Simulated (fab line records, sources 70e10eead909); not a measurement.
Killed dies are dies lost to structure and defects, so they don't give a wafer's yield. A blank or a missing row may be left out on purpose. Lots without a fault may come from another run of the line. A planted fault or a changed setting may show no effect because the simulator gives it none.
fab line records | flow nand_harc
record lots=11 wafers=33 last_day=34
route steps=1302 shown A_BLC@1122 A_M0@1142 END@1302
lots that met no fault: from a run of the same line without faults
start_h: hours from the record's first day to the start of the lot's first wafer shown | wait_h: hours since the lot's step before | " the same as in the row above | L1.1+2: a row that stands for several wafers | - no value, or no start given | * or withheld: withheld | < > ~ a bound
route shown NAME@n: a module of which the file shows steps, and the number in the route of the first | usual: mean/standard deviation of fault-free wafers | same: alike in all rows | chamber/n: place in a boat | sites: the reading at each site | _std_site: their standard deviation | _edge_site: outer sites' mean less inner sites' | radius_mm: how far each site lies from the wafer's centre | mask NAME#n: copy n | behind: the tool/chamber that last shaped the wafer | hold: why the lot was held/for how many hours/how that ended | device: the transistor (n, p or np) that didn't switch | end of line: the same wafers' tests at the end of the route | a step without rows: its recipe alone | killed: dies lost to structure and defects at the first sort, not the wafer's yield | map: a wafer's dies, x killed, . not, _ none there
set.NAME: the setting as run; set.NAME@STEP: as run at that earlier step | model.NAME: the simulator's own value behind a step, which no gauge read
steps of the route over a sample of lots; a table a step, a row a wafer
services: from which hour (start_h, from the record's first day; less than 0 if before it) a tool's chamber was out of use, for how many hours, and why
## steps
# step NHARC_A_BLC_ETCH_17
# recipe target_depth_a=3900 over_etch_frac=0.25 time_s=609.38 ion_energy_ev=200 n2_flow_sccm=150 h2_flow_sccm=150 ar_flow_sccm=0 rf_w=400 bias_w=150 chemistry=N2/H2
# usual drypump_motor_current_A=5.9/0.36 oes_product_au=1.000/0.012 rf_vpp_V=428.9/2.5 showerhead_plenum_p_Torr=1.99/0.088 throttle_valve_pct=14.171/0.0084
# columns lot.wafer tool chamber start_h wait_h drypump_motor_current_A oes_product_au rf_hours_counter_h rf_vpp_V showerhead_plenum_p_Torr throttle_valve_pct
L188.2 rie_diel-04 0 - - 5.8 0.991 11 427.3 1.90 14.170
L188.6 " 0 " " 5.8 0.984 - 425.8 1.90 14.183
L188.5 " 1 " " 5.7 1.003 - 430.5 2.03 14.169
L189.3 rie_diel-04 0 - - 5.8 0.987 12 427.5 1.90 14.180
L189.4 " 1 " " 5.7 0.995 12 430.1 2.03 14.185
L189.6 " 0 " " 5.8 0.980 - 427.2 1.90 14.172
L190.3 rie_diel-07 1 - - 6.2 1.023 4 427.4 1.94 14.163
L190.6 " 3 " " 5.5 0.994 - 427.3 1.91 14.170
L190.4 " 2 " " 6.5 0.993 - 428.5 2.02 14.172
L194.3 rie_diel-04 1 - - 5.7 1.003 1 430.7 2.03 14.171
L194.5 " 0 " " 5.8 0.997 - 427.4 1.90 14.172
L194.6 " 1 " " 5.7 0.996 - 430.1 2.03 14.163
L199.2 rie_diel-07 2 - - 6.5 1.004 8 428.1 2.02 14.175
L199.4 " 1 " " 6.2 1.014 10 427.7 1.94 14.167
L199.6 " 3 " " 5.6 1.009 - 427.0 1.91 14.171
L200.3 rie_diel-06 3 - - 6.4 0.988 47 430.2 1.98 14.172
L200.1 " 0 " " 5.8 1.017 47 430.0 2.03 14.167
L200.4 " 1 " " 5.9 1.002 47 430.9 2.06 14.189
L201.2 rie_diel-04 3 - - 6.3 1.002 12 427.4 1.91 14.155
L201.4 " 1 " " 5.7 0.998 - 428.9 2.03 14.172
L201.6 " 3 " " 6.3 1.006 - 427.6 1.91 14.162
L208.6 rie_diel-04 1 - - 5.7 0.994 - 429.4 2.03 14.167
L208.5 " 3 " " 6.3 1.005 - 427.6 1.91 14.164
L208.4 " 0 " " 5.7 0.982 - 426.2 1.90 14.190
L209.2 rie_diel-06 2 - - 5.2 0.991 18 434.1 2.16 14.167
L209.3 " 0 " " 5.8 0.998 20 430.3 2.01 14.168
L209.6 " 3 " " 6.4 0.998 - 429.1 1.97 14.174
L211.3 rie_diel-07 2 - - 6.5 0.987 5 429.5 2.01 14.170
L211.4 " 0 " " 5.6 1.021 5 433.7 2.17 14.181
L211.6 " 3 " " 5.5 1.002 - 427.1 1.91 14.183
L210.4 rie_diel-07 0 - - 5.6 1.016 6 434.3 2.17 14.177
L210.3 " 2 " " 6.5 0.985 6 430.4 2.01 14.165
L210.5 " 0 " " 5.6 1.022 - 433.2 2.17 14.170
# step NHARC_A_M0_SOFTBAKE_04
# recipe temp_c=105 time_s=55
# usual heater_power_total_W=188.46/0.14 plate_temp_C=104.99/0.13
# columns lot.wafer tool chamber start_h wait_h heater_power_total_W plate_temp_C
L188.2 litho_track-04 0 526 - 188.35 104.92
L188.5 " 0 " " 188.67 104.81
L188.6 " 0 " " 188.46 104.79
L189.3 litho_track-01 0 529 - 188.46 105.15
L189.4 " 0 " " 188.48 105.10
L189.6 " 0 " " 188.72 104.94
L190.3 litho_track-06 0 550 - 188.64 104.95
L190.4 " 0 " " 188.54 105.12
L190.6 " 0 " " 188.40 105.17
L194.3 litho_track-01 0 560 - 188.33 105.10
L194.5 " 0 " " 188.58 104.94
L194.6 " 0 " " 188.43 105.18
L199.2 litho_track-01 0 641 - 188.46 105.03
L199.4 " 0 " " 188.39 105.13
L199.6 " 0 " " 188.38 104.82
L200.1 litho_track-01 0 642 - 188.31 104.95
L200.3 " 0 " " 188.39 104.89
L200.4 " 0 " " 188.60 105.12
L201.2 litho_track-01 0 673 - 188.29 104.76
L201.4 " 0 " " 188.41 104.92
L201.6 " 0 " " 188.32 105.02
L208.4 litho_track-01 0 731 - 164.66 104.92
L208.5 " 0 " " 165.03 105.08
L208.6 " 0 " " 164.69 105.06
L209.2 litho_track-01 0 740 - 164.82 104.91
L209.3 " 0 " " 164.87 104.92
L209.6 " 0 " " 164.77 105.06
L211.3 litho_track-04 0 753 - 188.52 104.90
L211.4 " 0 " " 188.44 104.92
L211.6 " 0 " " 188.61 104.82
L210.3 litho_track-04 0 771 - 188.66 104.96
L210.4 " 0 " " 188.32 105.00
L210.5 " 0 " " 188.39 104.92
# step NHARC_A_M0_OVL_MEAS_10
# recipe pitch_nm=160
# usual overlay_x_nm=0.1/0.82 overlay_y_nm=0.0/0.74
# columns lot.wafer tool chamber start_h wait_h overlay_x_nm overlay_y_nm
L188.2 overlay-02 - 526.89 - 0.6 0.5
L188.5 " - " " 0.6 0.7
L188.6 " - " " 1.1 0.7
L189.3 overlay-02 - 529.93 - 1.0 -0.7
L189.4 " - " " 0.6 -0.1
L189.6 " - " " 1.4 -0.6
L190.3 overlay-02 - 551.10 - 0.0 1.9
L190.4 " - " " 0.5 1.8
L190.6 " - " " 0.4 1.7
L194.3 overlay-01 - 561.39 - 1.0 -0.3
L194.5 " - " " 0.8 -0.4
L194.6 " - " " 0.4 0.6
L199.2 overlay-01 - 641.91 - 1.7 -0.2
L199.4 " - " " 2.3 0.3
L199.6 " - " " 2.4 0.3
L200.1 overlay-02 - 642.97 - -0.4 -0.6
L200.3 " - " " 0.1 -0.8
L200.4 " - " " 0.2 -1.2
L201.2 overlay-02 - 673.95 - -0.2 -0.3
L201.4 " - " " -0.2 -0.6
L201.6 " - " " -0.7 -0.4
L208.4 overlay-01 - 732.07 - -1.5 0.6
L208.5 " - " " -1.5 1.0
L208.6 " - " " -2.1 0.9
L209.2 overlay-02 - 741.12 - -0.6 0.8
L209.3 " - " " -0.2 0.5
L209.6 " - " " -0.1 0.8
L211.3 overlay-02 - 753.69 - -0.7 0.9
L211.4 " - " " -1.2 0.6
L211.6 " - " " -0.7 1.1
L210.3 overlay-01 - 772.43 - 0.7 -0.3
L210.4 " - " " -0.3 -0.4
L210.5 " - " " -0.4 -0.8
# step NHARC_A_M0_DESCUM_14
# recipe time_s=3 o2_flow_sccm=200 ar_flow_sccm=0 bias_power_w=0 chemistry=O2
# usual drypump_motor_current_A=5.6/0.51 oes_product_au=0.999/0.011 rf_vpp_V=57.9/0.88 showerhead_plenum_p_Torr=1.93/0.079 throttle_valve_pct=11.311/0.0095
# columns lot.wafer tool chamber start_h wait_h drypump_motor_current_A oes_product_au rf_hours_counter_h rf_vpp_V showerhead_plenum_p_Torr throttle_valve_pct
L188.2 rie_diel-05 0 526.98 0.1 5.1 0.988 5.7 57.1 1.97 11.321
L188.6 " 0 " " 5.1 0.980 - 58.4 1.97 11.294
L188.5 " 1 " " 5.8 0.988 - 56.3 1.81 11.299
L189.4 rie_diel-05 2 530.03 0.1 5.0 0.999 5.9 58.9 2.03 11.317
L189.3 " 1 " " 5.8 0.988 6.1 56.7 1.81 11.312
L189.6 " 3 " " 6.0 1.019 - 56.5 1.90 11.326
L190.3 rie_diel-01 3 551.21 0.1 6.1 0.985 6.0 58.9 2.03 11.324
L190.4 " 1 " " 6.1 0.992 5.9 57.4 1.98 11.311
L190.6 " 2 " " 5.4 0.982 - 57.4 1.80 11.301
L194.3 rie_diel-08 1 561.49 0.1 6.0 0.988 0.7 57.7 1.88 11.296
L194.6 " 0 " " 5.1 0.992 - 57.2 1.85 11.308
L194.5 " 1 " " 5.9 0.993 - 57.6 1.88 11.299
L199.4 rie_diel-08 0 642.01 0.1 5.1 0.998 4.3 58.6 1.85 11.330
L199.2 " 3 " " 5.0 1.005 4.2 58.4 1.94 11.309
L199.6 " 1 " " 5.9 0.999 - 57.7 1.88 11.315
L200.3 rie_diel-01 3 643.08 0.1 6.1 0.984 6.1 58.4 2.03 11.301
L200.4 " 0 " " 6.3 1.006 5.2 58.1 1.98 11.317
L200.1 " 1 " " 6.1 1.021 5.5 57.8 1.98 11.318
L201.4 rie_diel-08 2 674.04 0.1 6.4 1.003 6.3 59.3 2.01 11.323
L201.2 " 1 " " 5.9 0.990 4.0 57.9 1.88 11.314
L201.6 " 2 " " 6.3 1.000 - 57.7 2.01 11.315
L208.4 rie_diel-05 0 732.18 0.1 5.1 1.018 7.5 57.9 1.96 11.312
L208.6 " 3 " " 6.1 1.021 - 58.1 1.89 11.285
L208.5 " 0 " " 5.1 1.004 - 57.7 1.97 11.289
L209.3 rie_diel-05 0 741.22 0.1 5.1 0.997 7.7 56.8 1.97 11.316
L209.2 " 2 " " 5.0 1.001 8.1 58.9 2.02 11.302
L209.6 " 1 " " 5.8 0.983 - 58.1 1.81 11.324
L211.4 rie_diel-08 3 753.79 0.1 5.0 1.012 0.3 57.5 1.94 11.312
L211.3 " 0 " " 5.1 0.993 0.3 59.5 1.85 11.312
L211.6 " 2 " " 6.4 0.992 - 57.7 2.00 11.306
L210.3 rie_diel-05 2 772.52 0.1 5.0 0.982 0.5 57.4 2.02 11.304
L210.4 " 3 " " 6.0 1.010 0.5 58.8 1.89 11.311
L210.5 " 3 " " 6.0 1.015 - 55.7 1.89 11.318
# step NHARC_END_SORT_01
# recipe temp_c=25
# usual defect_limited_yield=91.8/2.8 killed_at_array=51/18 killed_at_other=1.0/1.2 killed_at_periphery=3.7/2.9 killed_dies=55/19 killed_open=3.5/1.9 killed_short=2.6/1.6 sort_bin_2_pct=2.9/1.3 sort_bin_3_pct=0.6/0.38 sort_bin_4_pct=4.6/1.5 sort_n_pass=622/19 sort_rim_yield_pct=94/3.2 sort_yield_pct=91.8/2.8
# same gross_dies=677 sort_bin_5_pct[%]=0 sort_bin_6_pct[%]=0 sort_bin_7_pct[%]=0 sort_bin_8_pct[%]=0 sort_rim_n_gross=106.00
# columns lot.wafer tool chamber start_h wait_h defect_limited_yield[%] killed_at_array killed_at_other killed_at_periphery killed_dies killed_open killed_short sort_bin_2_pct[%] sort_bin_3_pct[%] sort_bin_4_pct[%] sort_n_pass sort_rim_yield_pct[%] sort_yield_pct[%]
L201.2 prober-01 0 717.35 2.8 89.2 65 3 5 73 4 4 3.4 0.7 6.6 604 92 89.2
L201.4 prober-01 0 719.00 3.5 91.9 45 2 8 55 2 0 2.5 0.4 5.2 622 96 91.9
L201.6 prober-01 0 720.64 4.1 88.9 62 0 13 75 5 4 3.1 0.7 7.2 602 94 88.9
# killed by level:class
L201.2 A_CHANNEL_HOLE_D1:chamber_film_flake=39 A_CONTACT:chamber_film_flake=6 A_SLIT:chamber_film_flake=5 THIN_TSV:chamber_film_flake=3 A_ONON_D1:geometric_particle:short=2 A_ONON_D2:geometric_particle:open=2 P_GATE:chamber_film_flake=2 A_CHANNEL_FILL_D1:chamber_film_flake=2
L201.4 A_CHANNEL_HOLE_D1:chamber_film_flake=28 P_GATE:chamber_film_flake=6 A_CONTACT:chamber_film_flake=6 A_STAIRCASE:chamber_film_flake=4 A_SLIT:chamber_film_flake=3 THIN_TSV:chamber_film_flake=2 P_M1:geometric_particle:open=1 A_WL_FILL:geometric_particle:open=1
L201.6 A_CHANNEL_HOLE_D1:chamber_film_flake=37 P_GATE:chamber_film_flake=8 A_CONTACT:chamber_film_flake=6 A_CHANNEL_FILL_D1:chamber_film_flake=4 A_SLIT:chamber_film_flake=4 A_CHANNEL_FILL_D1:geometric_particle:short=2 P_ZERO_WELL:chamber_film_flake=2 A_STAIRCASE:chamber_film_flake=2
## services
# columns tool chamber start_h hours kind
litho_track-01 - 505.00 7.0 pm
rie_diel-07 2 515.71 7.9 repair
rie_diel-07 2 526.90 1.2 repair
rie_diel-04 - 531.90 9.0 pm
rie_diel-05 2 534.06 5.2 repair
rie_diel-08 0 534.55 4.2 repair
rie_diel-07 0 541.29 7.0 repair
rie_diel-08 - 544.80 9.0 pm
rie_diel-08 3 556.81 2.5 repair
rie_diel-08 - 567.90 0.4 repair
rie_diel-05 2 568.75 5.2 repair
rie_diel-05 0 573.58 16.8 repair
rie_diel-05 - 583.60 9.0 pm
rie_diel-04 2 592.62 2.7 repair
rie_diel-08 1 613.84 12.6 repair
rie_diel-07 2 613.91 6.3 repair
rie_diel-04 3 620.02 2.6 repair
rie_diel-07 - 648.64 9.0 pm
rie_diel-04 2 649.77 103.8 repair
litho_track-01 - 680.00 7.0 pm
rie_diel-04 - 689.84 1.3 repair
rie_diel-04 3 694.26 3.5 repair
rie_diel-04 - 708.90 9.0 pm
rie_diel-05 - 760.60 9.0 pm
## key
first_sign step=NHARC_A_M0_SOFTBAKE_04 reading=heater_power_total_W direction=down sigmas=99+ usual=* struck=*
effect none on later readings
met_at NHARC_A_M0_SOFTBAKE_04
struck_lots L208,L209
not_acting_at NHARC_A_BLC_ETCH_17,NHARC_A_M0_OVL_MEAS_10,NHARC_A_M0_DESCUM_14
onset_between 673 731
fault kind=process_parameter_drift tool=litho_track-01 chamber=- onset_h=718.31 steps=NHARC_A_M0_SOFTBAKE_04 channel=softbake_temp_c offset=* shape=step end_h=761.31 acts_in=* stated=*
